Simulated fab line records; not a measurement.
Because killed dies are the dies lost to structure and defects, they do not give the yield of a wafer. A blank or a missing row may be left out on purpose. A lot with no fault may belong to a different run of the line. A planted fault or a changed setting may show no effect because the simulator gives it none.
fab line records	flow n5Finfet
record: lots: 24	wafers: 72	lastDay: 17
route steps=1938 shown BEOL_M12@1619
lots with no fault: from the same line, run without faults
startH: the number of hours between the record's first day and the start of the first shown wafer of the lot	waitH: hours elapsed since this lot's preceding step	" unchanged from the row above	L1.1+2: a row that stands for several wafers	- value missing, or start not given	* or withheld: withheld	< > ~ a bound
route shown NAME@n: a module of which the file shows steps, and the number in the route of the first	usual: the fault-free wafers' mean and standard deviation	same: alike in all rows	chamber/n: place in a boat	sites: per-site readings	_std_site: standard deviation of those values	_edge_site: the outer-site mean with the inner-site mean subtracted	radiusMm: for every site, how far away it sits from the centre of the wafer	mask NAME#n: copy n	behind: the last tool/chamber to shape the wafer	hold: cause of the lot's hold/its duration in hours/its outcome	device: names the non-switching transistor (n, p or np)	end of line: the route-end tests of the same wafers	a step given without rows: its recipe and nothing more	killed: not the wafer's yield, but the dies lost to structure and defects at the first sort	map: per-die view of a wafer (x killed, . not killed, _ where there is no die)
set.NAME: the setting that was run; set.NAME@STEP: the one run at that earlier step	model.NAME: the simulator's own value behind a step, which no gauge read
the route's steps for a sample of lots (tables are steps, rows are wafers)
services: when a tool's chamber went out of use (startH, in hours from the record's first day, below 0 if earlier), for how many hours, and the reason
== steps ==
step: N5_BEOL_M12_STRIP_64
recipe: chemistry: N2/H2	powerW: 1000	tempC: 250	h2Frac: 0.65	overashFraction: 0.3	pressureMtorr: withheld	n2FlowSccm: 1750	h2FlowSccm: 3250
usual: drypumpMotorCurrentA: 6.38/0.21	heaterPowerW: 351/33	oesProductAu: 0.715/0.0039	stripTimeToEndpointS: 31.32/0.073
lot.wafer	tool	chamber	startH	waitH	drypumpMotorCurrentA	heaterPowerW	oesProductAu	rfHoursCounterH	stripTimeToEndpointS
L075.2	plasmaAsher-02	1	213.30	0.0	6.55	329	0.718	110	31.38
L075.4	"	1	"	"	6.56	321	0.717	-	31.45
L075.5	"	1	"	"	6.57	328	0.711	-	31.54
L074.1	plasmaAsher-01	0	237.00	0.0	6.60	401	0.712	78	31.30
L074.3	"	1	"	"	6.12	342	0.718	-	31.38
L074.5	"	1	"	"	6.11	338	0.719	-	31.21
L076.1	plasmaAsher-02	0	240.49	0.0	6.25	337	0.722	116	31.43
L076.2	"	1	"	"	6.59	322	0.719	116	31.37
L076.3	"	0	"	"	6.26	330	0.714	-	31.37
L078.1	plasmaAsher-02	1	251.59	0.0	6.56	332	0.718	118	31.29
L078.5	"	0	"	"	6.27	342	0.713	-	31.40
L078.6	"	1	"	"	6.59	330	0.721	-	31.34
L077.1	plasmaAsher-02	0	252.11	0.0	6.29	321	0.716	118	31.29
L077.2	"	1	"	"	6.57	324	0.709	118	31.30
L077.4	"	1	"	"	6.56	326	0.715	-	31.22
L079.2	plasmaAsher-02	0	265.65	0.0	6.27	328	0.717	121	31.31
L079.3	"	1	"	"	6.53	330	0.717	-	31.34
L079.5	"	0	"	"	6.25	324	0.717	-	31.20
L081.1	plasmaAsher-02	1	272.63	0.0	6.57	328	0.717	122	31.42
L081.3	"	0	"	"	6.27	334	0.717	-	31.50
L081.6	"	1	"	"	6.57	327	0.723	-	31.34
L080.2	plasmaAsher-02	1	273.55	0.0	6.56	333	0.710	123	31.34
L080.3	"	0	"	"	6.27	341	0.712	-	31.26
L080.6	"	1	"	"	6.55	323	0.712	-	31.27
L083.3	plasmaAsher-01	1	279.57	0.0	6.11	336	0.712	-	31.42
L083.4	"	0	"	"	6.63	411	0.706	-	31.35
L083.6	"	1	"	"	6.11	336	0.715	-	31.35
L082.1	plasmaAsher-01	0	280.83	0.0	6.62	406	0.717	86	31.35
L082.3	"	0	"	"	6.60	405	0.714	-	31.30
L082.6	"	0	"	"	6.59	402	0.716	-	31.25
L084.1	plasmaAsher-01	1	281.10	0.0	6.08	344	0.719	86	31.24
L084.5	"	0	"	"	6.61	404	0.708	-	31.30
L084.6	"	1	"	"	6.09	336	0.715	-	31.20
L086.1	plasmaAsher-01	0	307.94	0.0	6.60	411	0.717	91	31.27
L086.4	"	0	"	"	6.60	404	0.710	-	31.26
L086.5	"	0	"	"	6.61	409	0.720	-	31.32
L085.1	plasmaAsher-01	0	308.58	0.0	6.58	409	0.716	91	31.38
L085.4	"	1	"	"	6.09	345	0.712	-	31.36
L085.6	"	0	"	"	6.62	413	0.713	-	31.47
L087.1	plasmaAsher-02	0	312.17	0.0	6.25	326	0.717	132	31.31
L087.3	"	1	"	"	6.53	333	0.715	-	31.30
L087.5	"	1	"	"	6.56	326	0.711	-	31.35
L088.1	plasmaAsher-02	0	312.96	0.0	6.26	334	0.720	132	31.36
L088.2	"	1	"	"	6.56	322	0.720	132	31.42
L088.4	"	1	"	"	6.55	331	0.713	-	31.35
L090.1	plasmaAsher-01	1	318.79	0.0	6.07	346	0.718	93	31.30
L090.4	"	0	"	"	6.57	400	0.716	-	31.31
L090.6	"	1	"	"	6.06	336	0.721	-	31.32
L089.1	plasmaAsher-02	1	325.12	0.0	6.56	322	0.703	134	31.35
L089.3	"	1	"	"	6.57	324	0.711	-	31.33
L089.6	"	0	"	"	6.27	329	0.715	-	31.29
L091.4	plasmaAsher-01	0	330.40	0.0	6.58	405	0.717	-	31.19
L091.5	"	1	"	"	6.10	328	0.720	-	31.18
L091.6	"	0	"	"	6.59	405	0.713	-	31.21
L092.1	plasmaAsher-01	1	340.05	0.0	6.08	351	0.712	97	31.31
L092.2	"	0	"	"	6.57	416	0.719	97	31.27
L092.4	"	0	"	"	6.59	398	0.712	-	31.18
L093.1	plasmaAsher-02	1	344.98	0.0	6.55	338	0.713	138	31.17
L093.4	"	0	"	"	6.26	338	0.716	-	31.21
L093.5	"	0	"	"	6.26	335	0.719	-	31.29
L094.4	plasmaAsher-02	1	347.47	0.0	6.56	331	0.716	-	31.31
L094.5	"	0	"	"	6.27	329	0.715	-	31.35
L094.6	"	1	"	"	6.56	324	0.710	-	31.34
L095.1	plasmaAsher-01	0	355.31	0.0	6.62	411	0.716	99	31.34
L095.3	"	0	"	"	6.59	406	0.716	-	31.34
L095.6	"	0	"	"	6.63	411	0.716	-	31.35
L096.1	plasmaAsher-01	1	356.91	0.0	6.09	339	0.717	100	31.25
L096.5	"	1	"	"	6.09	338	0.716	-	31.28
L096.6	"	0	"	"	6.59	404	0.714	-	31.17
L097.1	plasmaAsher-01	1	361.77	0.0	6.08	341	0.713	101	31.31
L097.2	"	0	"	"	6.59	407	0.714	101	31.34
L097.6	"	0	"	"	6.56	417	0.711	-	31.37
step: N5_BEOL_M12_CD_MEAS_28
recipe: targetCdNm: 160.2	landingEnergyEv: 500	detector: seInlens	polarity: opening
usual: cdNm: 160.8/1.4
same: landingEnergyEv: 500
lot.wafer	tool	chamber	startH	waitH	cdNm
L075.2	cdSem-02	0	213.77	-	162.8
L075.4	"	0	"	"	163.9
L075.5	"	0	"	"	162.7
L074.1	cdSem-01	0	237.48	-	158.1
L074.3	"	0	"	"	156.9
L074.5	"	0	"	"	159.3
L076.1	cdSem-02	0	241.09	-	159.7
L076.2	"	0	"	"	163.2
L076.3	"	0	"	"	160.4
L078.1	cdSem-02	0	252.10	-	158.2
L078.5	"	0	"	"	159.8
L078.6	"	0	"	"	161.0
L077.1	cdSem-03	0	252.59	-	161.1
L077.2	"	0	"	"	160.4
L077.4	"	0	"	"	159.8
L079.2	cdSem-02	0	266.30	-	159.2
L079.3	"	0	"	"	157.3
L079.5	"	0	"	"	160.2
L081.1	cdSem-02	0	273.23	-	160.3
L081.3	"	0	"	"	160.2
L081.6	"	0	"	"	160.2
L080.2	cdSem-03	0	274.15	-	163.1
L080.3	"	0	"	"	161.9
L080.6	"	0	"	"	162.0
L083.3	cdSem-01	0	280.15	-	161.8
L083.4	"	0	"	"	162.8
L083.6	"	0	"	"	160.4
L082.1	cdSem-03	0	281.31	-	161.7
L082.3	"	0	"	"	162.5
L082.6	"	0	"	"	162.3
L084.1	cdSem-03	0	281.70	-	158.9
L084.5	"	0	"	"	160.0
L084.6	"	0	"	"	158.6
L086.1	cdSem-01	0	308.41	-	163.8
L086.4	"	0	"	"	164.8
L086.5	"	0	"	"	162.7
L085.1	cdSem-01	0	309.18	-	160.4
L085.4	"	0	"	"	159.1
L085.6	"	0	"	"	160.7
L087.1	cdSem-03	0	312.69	-	160.3
L087.3	"	0	"	"	159.6
L087.5	"	0	"	"	158.7
L088.1	cdSem-02	0	313.56	-	161.1
L088.2	"	0	"	"	161.3
L088.4	"	0	"	"	159.6
L090.1	cdSem-01	0	319.39	-	161.2
L090.4	"	0	"	"	161.9
L090.6	"	0	"	"	160.3
L089.1	cdSem-02	0	325.72	-	162.0
L089.3	"	0	"	"	160.2
L089.6	"	0	"	"	161.0
L091.4	cdSem-01	0	330.86	-	159.9
L091.5	"	0	"	"	161.8
L091.6	"	0	"	"	159.9
L092.1	cdSem-02	0	340.52	-	160.6
L092.2	"	0	"	"	160.9
L092.4	"	0	"	"	160.5
L093.1	cdSem-02	0	345.45	-	161.2
L093.4	"	0	"	"	161.2
L093.5	"	0	"	"	161.5
L094.4	cdSem-03	0	347.93	-	160.0
L094.5	"	0	"	"	160.0
L094.6	"	0	"	"	160.7
L095.1	cdSem-02	0	355.78	-	160.7
L095.3	"	0	"	"	160.9
L095.6	"	0	"	"	161.6
L096.1	cdSem-02	0	357.38	-	160.8
L096.5	"	0	"	"	160.2
L096.6	"	0	"	"	159.8
L097.1	cdSem-02	0	362.24	-	161.2
L097.2	"	0	"	"	159.5
L097.6	"	0	"	"	160.4
step: N5_BEOL_M12_DESCUM_33
recipe: chemistry: O2	timeS: 7.9	sourcePowerW: 50	biasPowerW: 20	pressureMtorr: 20	rfFrequencyHz: 2.712e+07	tempC: 40	o2FlowSccm: 225
usual: drypumpMotorCurrentA: 5.8/0.45	oesProductAu: 0.82/0.082	rfVppV: 243.2/1.5	showerheadPlenumPTorr: 2.10/0.078	throttleValvePct: 20.37/0.25
lot.wafer	tool	chamber	startH	waitH	drypumpMotorCurrentA	oesProductAu	rfHoursCounterH	rfVppV	showerheadPlenumPTorr	throttleValvePct
L075.2	rieDiel-03	3	213.98	0.2	6.3	0.69	234	243.2	2.06	20.57
L075.4	"	0	"	"	5.8	0.86	53	241.7	2.03	20.36
L075.5	"	2	"	"	6.6	0.86	-	242.2	2.04	20.26
L074.1	rieDiel-05	1	237.57	0.0	5.8	0.88	40	241.7	2.05	20.40
L074.3	"	2	"	"	5.2	0.77	132	242.1	2.02	20.13
L074.5	"	1	"	"	5.8	0.87	-	243.0	2.05	20.41
L076.1	rieDiel-05	1	241.30	0.2	5.8	0.87	42	241.2	2.05	20.42
L076.2	"	3	"	"	5.6	0.69	219	244.5	2.15	20.55
L076.3	"	0	"	"	5.5	0.83	73	242.9	2.09	19.77
L078.1	rieDiel-05	1	252.19	0.0	5.8	0.86	46	242.5	2.05	20.42
L078.5	"	3	"	"	5.6	0.69	-	245.9	2.15	20.59
L078.6	"	2	"	"	5.2	0.75	-	241.6	2.02	20.14
L077.1	rieDiel-03	1	252.68	0.0	5.1	0.69	248	242.6	2.08	20.57
L077.2	"	2	"	"	6.6	0.83	78	242.5	2.04	20.27
L077.4	"	2	"	"	6.6	0.83	-	243.2	2.04	20.28
L079.2	rieDiel-05	1	266.38	0.0	5.8	0.85	52	240.8	2.04	20.42
L079.3	"	2	"	"	5.2	0.74	144	241.1	2.01	20.15
L079.5	"	2	"	"	5.2	0.75	-	241.7	2.01	20.15
L081.1	rieDiel-05	0	273.32	0.0	5.5	0.80	80	244.0	2.09	19.76
L081.3	"	3	"	"	5.6	0.68	232	245.6	2.15	20.59
L081.6	"	0	"	"	5.5	0.80	-	242.9	2.09	19.79
L080.2	rieDiel-04	0	274.23	0.0	5.7	0.89	43	243.1	2.04	20.52
L080.3	"	3	"	"	5.9	1.01	0	245.1	2.15	20.40
L080.6	"	1	"	"	6.4	0.84	-	244.5	2.22	20.68
L083.3	rieDiel-04	0	280.24	0.0	5.7	0.88	44	242.2	2.03	20.54
L083.4	"	2	"	"	5.9	0.92	28	245.0	2.25	20.11
L083.6	"	1	"	"	6.4	0.84	-	246.1	2.22	20.70
L082.1	rieDiel-05	3	281.40	0.0	5.7	0.68	236	245.5	2.14	20.60
L082.3	"	0	"	"	5.5	0.80	84	243.7	2.09	19.77
L082.6	"	2	"	"	5.2	0.74	-	242.9	2.01	20.16
L084.1	rieDiel-04	3	281.79	0.0	6.0	0.99	2	243.6	2.15	20.38
L084.5	"	0	"	"	5.7	0.89	-	241.4	2.03	20.53
L084.6	"	1	"	"	6.4	0.83	-	244.6	2.22	20.70
L086.1	rieDiel-04	0	308.63	0.2	5.7	0.87	55	243.2	2.03	20.53
L086.4	"	3	"	"	6.0	0.95	11	245.4	2.14	20.41
L086.5	"	0	"	"	5.7	0.87	-	241.6	2.03	20.53
L085.1	rieDiel-04	3	309.26	0.0	5.9	0.95	11	242.3	2.14	20.43
L085.4	"	0	"	"	5.7	0.86	55	242.6	2.03	20.54
L085.6	"	0	"	"	5.7	0.85	-	242.4	2.03	20.54
L087.1	rieDiel-03	2	312.80	0.1	6.6	0.79	103	240.8	2.03	20.33
L087.3	"	1	"	"	5.1	0.92	13	243.7	2.07	20.32
L087.5	"	1	"	"	5.1	0.92	-	242.2	2.07	20.32
L088.1	rieDiel-04	2	313.78	0.2	5.9	0.89	41	244.2	2.25	20.12
L088.2	"	0	"	"	5.6	0.86	57	241.4	2.03	20.53
L088.4	"	3	"	"	6.0	0.94	12	244.6	2.14	20.42
L090.1	rieDiel-05	0	320.14	0.7	5.5	0.78	100	244.3	2.09	19.79
L090.4	"	1	"	"	5.8	0.83	67	242.8	2.04	20.45
L090.6	"	3	"	"	5.6	0.67	-	244.8	2.14	20.61
L089.1	rieDiel-04	2	325.81	0.0	5.9	0.89	45	243.6	2.25	20.14
L089.3	"	0	"	"	5.6	0.86	62	241.7	2.03	20.56
L089.6	"	0	"	"	5.6	0.86	-	242.7	2.03	20.55
L091.4	rieDiel-04	0	330.94	0.0	5.7	0.84	63	242.9	2.03	20.54
L091.5	"	0	"	"	5.7	0.85	-	242.2	2.03	20.56
L091.6	"	3	"	"	5.9	0.92	-	244.2	2.14	20.43
L092.1	rieDiel-03	1	340.61	0.0	5.1	0.90	24	242.1	2.07	20.34
L092.2	"	2	"	"	6.6	0.79	113	242.0	2.02	20.34
L092.4	"	3	"	"	6.3	0.96	8	243.5	2.05	20.22
L093.1	rieDiel-03	3	346.24	0.7	6.3	0.94	11	242.9	2.05	20.21
L093.4	"	1	"	"	5.1	0.89	27	243.0	2.07	20.33
L093.5	"	2	"	"	6.6	0.78	-	242.7	2.02	20.34
L094.4	rieDiel-05	1	348.01	0.0	5.8	0.82	78	242.0	2.04	20.47
L094.5	"	3	"	"	5.6	0.66	-	244.6	2.14	20.64
L094.6	"	0	"	"	5.5	0.78	-	244.0	2.08	19.82
L095.1	rieDiel-03	0	355.87	0.0	5.8	0.79	100	242.1	2.02	20.44
L095.3	"	3	"	"	6.3	0.94	14	244.1	2.04	20.21
L095.6	"	0	"	"	5.8	0.80	-	241.7	2.02	20.44
L096.1	rieDiel-03	0	357.47	0.0	5.8	0.79	101	242.6	2.02	20.43
L096.5	"	1	"	"	5.1	0.88	-	242.8	2.07	20.35
L096.6	"	2	"	"	6.6	0.78	-	243.2	2.02	20.35
L097.1	rieDiel-04	2	362.33	0.0	5.9	0.88	56	247.1	2.24	20.15
L097.2	"	3	"	"	6.0	0.89	28	243.7	2.14	20.44
L097.6	"	0	"	"	5.7	0.84	-	241.5	2.02	20.57
step: N5_BEOL_M12_SPUTTER_43
recipe: material: TaN	targetThkA: 150	tempC: 50	biasV: 168.6	powerW: 15000	chamberPressurePa: 0.12	timeS: 24.19
usual: susceptorTempC: 49.99/0.11	throttleValvePct: 30.0/1.1
lot.wafer	tool	chamber	startH	waitH	susceptorTempC	throttleValvePct
L075.2	pvdSputter-02	-	217.11	0.0	50.25	30.8
L075.4	"	-	"	"	50.09	31.1
L075.5	"	-	"	"	49.80	28.8
L074.1	pvdSputter-03	-	238.81	0.0	49.89	29.7
L074.3	"	-	"	"	50.09	31.7
L074.5	"	-	"	"	49.81	29.7
L076.1	pvdSputter-01	-	244.28	0.0	49.97	30.3
L076.2	"	-	"	"	49.83	27.9
L076.3	"	-	"	"	50.04	31.7
L078.1	pvdSputter-01	-	255.09	0.0	49.95	31.7
L078.5	"	-	"	"	50.09	32.1
L078.6	"	-	"	"	50.09	27.9
L077.1	pvdSputter-02	-	255.33	0.0	49.94	30.9
L077.2	"	-	"	"	49.83	28.8
L077.4	"	-	"	"	49.92	30.5
L079.2	pvdSputter-01	-	268.53	0.0	50.10	27.8
L079.3	"	-	"	"	49.98	31.3
L079.5	"	-	"	"	49.90	30.2
L080.2	pvdSputter-03	-	276.98	0.0	50.21	29.7
L080.3	"	-	"	"	50.10	29.5
L080.6	"	-	"	"	49.99	29.8
L081.1	pvdSputter-03	-	278.28	0.0	50.03	31.7
L081.3	"	-	"	"	50.14	29.6
L081.6	"	-	"	"	49.94	32.0
L083.3	pvdSputter-01	-	283.32	0.0	50.07	28.0
L083.4	"	-	"	"	50.17	30.1
L083.6	"	-	"	"	49.96	31.7
L082.1	pvdSputter-03	-	283.48	0.0	50.12	31.7
L082.3	"	-	"	"	49.80	29.8
L082.6	"	-	"	"	50.03	29.8
L084.1	pvdSputter-03	-	283.80	0.0	50.07	31.8
L084.5	"	-	"	"	49.93	31.8
L084.6	"	-	"	"	50.07	29.7
L086.1	pvdSputter-03	-	311.63	0.0	50.04	29.6
L086.4	"	-	"	"	49.93	29.7
L086.5	"	-	"	"	50.03	29.8
L085.1	pvdSputter-03	-	312.05	0.0	50.04	29.5
L085.4	"	-	"	"	49.80	31.8
L085.6	"	-	"	"	49.95	29.7
L087.1	pvdSputter-01	-	313.83	0.0	49.84	31.9
L087.3	"	-	"	"	49.96	30.2
L087.5	"	-	"	"	49.93	27.8
L088.1	pvdSputter-03	-	317.20	0.0	50.01	29.8
L088.2	"	-	"	"	49.88	31.8
L088.4	"	-	"	"	50.09	29.8
L090.1	pvdSputter-03	-	321.39	0.0	49.92	29.8
L090.4	"	-	"	"	50.04	31.8
L090.6	"	-	"	"	49.97	29.7
L089.1	pvdSputter-01	-	329.13	0.0	49.97	31.8
L089.3	"	-	"	"	49.90	30.2
L089.6	"	-	"	"	50.05	27.8
L091.4	pvdSputter-03	-	334.11	0.0	50.04	29.7
L091.5	"	-	"	"	49.81	29.9
L091.6	"	-	"	"	49.89	31.5
L092.1	pvdSputter-01	-	343.24	0.0	50.12	31.9
L092.2	"	-	"	"	49.82	27.6
L092.4	"	-	"	"	50.25	30.0
L093.1	pvdSputter-01	-	349.40	0.0	50.07	27.9
L093.4	"	-	"	"	50.02	31.8
L093.5	"	-	"	"	49.78	30.4
L094.4	pvdSputter-02	-	350.64	0.0	50.18	30.9
L094.5	"	-	"	"	49.93	29.1
L094.6	"	-	"	"	50.07	30.9
L095.1	pvdSputter-02	-	360.38	0.0	49.81	30.9
L095.3	"	-	"	"	49.89	28.7
L095.6	"	-	"	"	50.14	30.8
L096.1	pvdSputter-01	-	363.08	0.0	49.93	30.2
L096.5	"	-	"	"	50.12	28.1
L096.6	"	-	"	"	50.05	32.0
L097.1	pvdSputter-02	-	363.70	0.0	49.89	30.7
L097.2	"	-	"	"	49.88	28.8
L097.6	"	-	"	"	49.99	28.9
step: N5_BEOL_M12_THK_MEAS_50
recipe: thkMeasGauge: xrf	reads: Cu_of_BEOL_M12_ECD_47
usual: M12_THK: 319/7.5
lot.wafer	tool	chamber	startH	waitH	M12_THK[nm]
L075.2	filmMetro-01	-	218.13	-	326
L075.4	"	-	"	"	327
L075.5	"	-	"	"	331
L074.1	filmMetro-01	-	239.82	-	314
L074.3	"	-	"	"	317
L074.5	"	-	"	"	322
L076.1	filmMetro-02	-	245.40	-	311
L076.2	"	-	"	"	306
L076.3	"	-	"	"	310
L078.1	filmMetro-02	-	256.72	-	315
L078.5	"	-	"	"	314
L078.6	"	-	"	"	310
L077.1	filmMetro-02	-	256.99	-	313
L077.2	"	-	"	"	327
L077.4	"	-	"	"	326
L079.2	filmMetro-02	-	270.27	-	305
L079.3	"	-	"	"	308
L079.5	"	-	"	"	307
L080.2	filmMetro-01	-	277.99	-	327
L080.3	"	-	"	"	330
L080.6	"	-	"	"	320
L081.1	filmMetro-01	-	279.30	-	314
L081.3	"	-	"	"	312
L081.6	"	-	"	"	313
L083.3	filmMetro-02	-	284.73	-	325
L083.4	"	-	"	"	328
L083.6	"	-	"	"	318
L082.1	filmMetro-01	-	285.02	-	316
L082.3	"	-	"	"	316
L082.6	"	-	"	"	307
L084.1	filmMetro-02	-	285.03	-	322
L084.5	"	-	"	"	319
L084.6	"	-	"	"	313
L086.1	filmMetro-01	-	312.66	-	325
L086.4	"	-	"	"	329
L086.5	"	-	"	"	323
L085.1	filmMetro-01	-	313.07	-	331
L085.4	"	-	"	"	330
L085.6	"	-	"	"	325
L087.1	filmMetro-02	-	314.85	-	322
L087.3	"	-	"	"	314
L087.5	"	-	"	"	314
L088.1	filmMetro-02	-	318.31	-	320
L088.2	"	-	"	"	324
L088.4	"	-	"	"	327
L090.1	filmMetro-01	-	322.82	-	318
L090.4	"	-	"	"	310
L090.6	"	-	"	"	311
L089.1	filmMetro-01	-	331.47	-	324
L089.3	"	-	"	"	321
L089.6	"	-	"	"	324
L091.4	filmMetro-02	-	335.26	-	328
L091.5	"	-	"	"	325
L091.6	"	-	"	"	331
L092.1	filmMetro-02	-	344.45	-	320
L092.2	"	-	"	"	323
L092.4	"	-	"	"	326
L093.1	filmMetro-02	-	350.41	-	326
L093.4	"	-	"	"	320
L093.5	"	-	"	"	326
L094.4	filmMetro-01	-	351.69	-	307
L094.5	"	-	"	"	307
L094.6	"	-	"	"	309
L095.1	filmMetro-02	-	361.39	-	326
L095.3	"	-	"	"	327
L095.6	"	-	"	"	327
L096.1	filmMetro-01	-	364.14	-	330
L096.5	"	-	"	"	320
L096.6	"	-	"	"	329
L097.1	filmMetro-01	-	364.71	-	326
L097.2	"	-	"	"	328
L097.6	"	-	"	"	320
step: N5_BEOL_M12_INSPECT_55
recipe: inspectInstrument: darkfield	mode: postDep
usual: rawDefectCount: 72/20
lot.wafer	tool	chamber	startH	waitH	rawDefectCount
L075.2	defectInspect-02	-	218.28	0.0	99
L075.4	"	-	"	"	90
L075.5	"	-	"	"	67
L074.1	defectInspect-02	-	240.00	0.0	53
L074.3	"	-	"	"	114
L074.5	"	-	"	"	59
L076.1	defectInspect-01	-	245.55	0.0	85
L076.2	"	-	"	"	77
L076.3	"	-	"	"	65
L078.1	defectInspect-01	-	256.90	0.0	110
L078.5	"	-	"	"	77
L078.6	"	-	"	"	55
L077.1	defectInspect-01	-	257.17	0.0	59
L077.2	"	-	"	"	57
L077.4	"	-	"	"	47
L079.2	defectInspect-02	-	270.44	0.0	95
L079.3	"	-	"	"	124
L079.5	"	-	"	"	85
L080.2	defectInspect-02	-	278.14	0.0	47
L080.3	"	-	"	"	76
L080.6	"	-	"	"	64
L081.1	defectInspect-02	-	279.45	0.0	58
L081.3	"	-	"	"	62
L081.6	"	-	"	"	67
L083.3	defectInspect-02	-	284.91	0.0	57
L083.4	"	-	"	"	95
L083.6	"	-	"	"	53
L082.1	defectInspect-01	-	285.19	0.0	35
L082.3	"	-	"	"	82
L082.6	"	-	"	"	98
L084.1	defectInspect-01	-	285.23	0.0	60
L084.5	"	-	"	"	40
L084.6	"	-	"	"	51
L086.1	defectInspect-01	-	312.81	0.0	56
L086.4	"	-	"	"	91
L086.5	"	-	"	"	114
L085.1	defectInspect-02	-	313.22	0.0	70
L085.4	"	-	"	"	51
L085.6	"	-	"	"	52
L087.1	defectInspect-02	-	315.00	0.0	64
L087.3	"	-	"	"	55
L087.5	"	-	"	"	97
L088.1	defectInspect-02	-	318.46	0.0	68
L088.2	"	-	"	"	62
L088.4	"	-	"	"	88
L090.1	defectInspect-02	-	322.97	0.0	54
L090.4	"	-	"	"	58
L090.6	"	-	"	"	47
L089.1	defectInspect-01	-	331.62	0.0	72
L089.3	"	-	"	"	80
L089.6	"	-	"	"	45
L091.4	defectInspect-02	-	335.41	0.0	58
L091.5	"	-	"	"	65
L091.6	"	-	"	"	97
L092.1	defectInspect-01	-	344.62	0.0	66
L092.2	"	-	"	"	56
L092.4	"	-	"	"	122
L093.1	defectInspect-02	-	350.59	0.0	54
L093.4	"	-	"	"	60
L093.5	"	-	"	"	133
L094.4	defectInspect-02	-	351.84	0.0	103
L094.5	"	-	"	"	63
L094.6	"	-	"	"	77
L095.1	defectInspect-02	-	361.54	0.0	85
L095.3	"	-	"	"	68
L095.6	"	-	"	"	68
L096.1	defectInspect-02	-	364.30	0.0	39
L096.5	"	-	"	"	43
L096.6	"	-	"	"	47
L097.1	defectInspect-02	-	364.86	0.0	64
L097.2	"	-	"	"	52
L097.6	"	-	"	"	49
== services ==
tool	chamber	startH	hours	kind
rieDiel-04	3	246.40	-	clean
rieDiel-04	3	246.40	-	consumableReplace:focusRing
rieDiel-04	3	246.40	26.4	scheduledDown
rieDiel-04	3	246.40	26.4	ventCycle
rieDiel-03	1	260.72	-	clean
rieDiel-03	1	260.72	-	consumableReplace:focusRing
rieDiel-05	1	269.99	15.2	repair
plasmaAsher-01	-	271.66	2.8	pm
plasmaAsher-01	-	286.61	1.1	repair
rieDiel-03	3	293.99	9.0	repair
rieDiel-04	3	294.36	5.3	repair
rieDiel-05	-	294.65	0.6	repair
rieDiel-05	2	295.50	9.8	repair
rieDiel-03	2	317.61	2.5	repair
rieDiel-05	0	326.20	1.9	repair
rieDiel-05	3	332.91	4.5	repair
rieDiel-05	3	350.53	1.5	repair
rieDiel-05	0	352.21	22.3	repair
pvdSputter-01	-	363.54	2.5	repair
== key ==
fault none
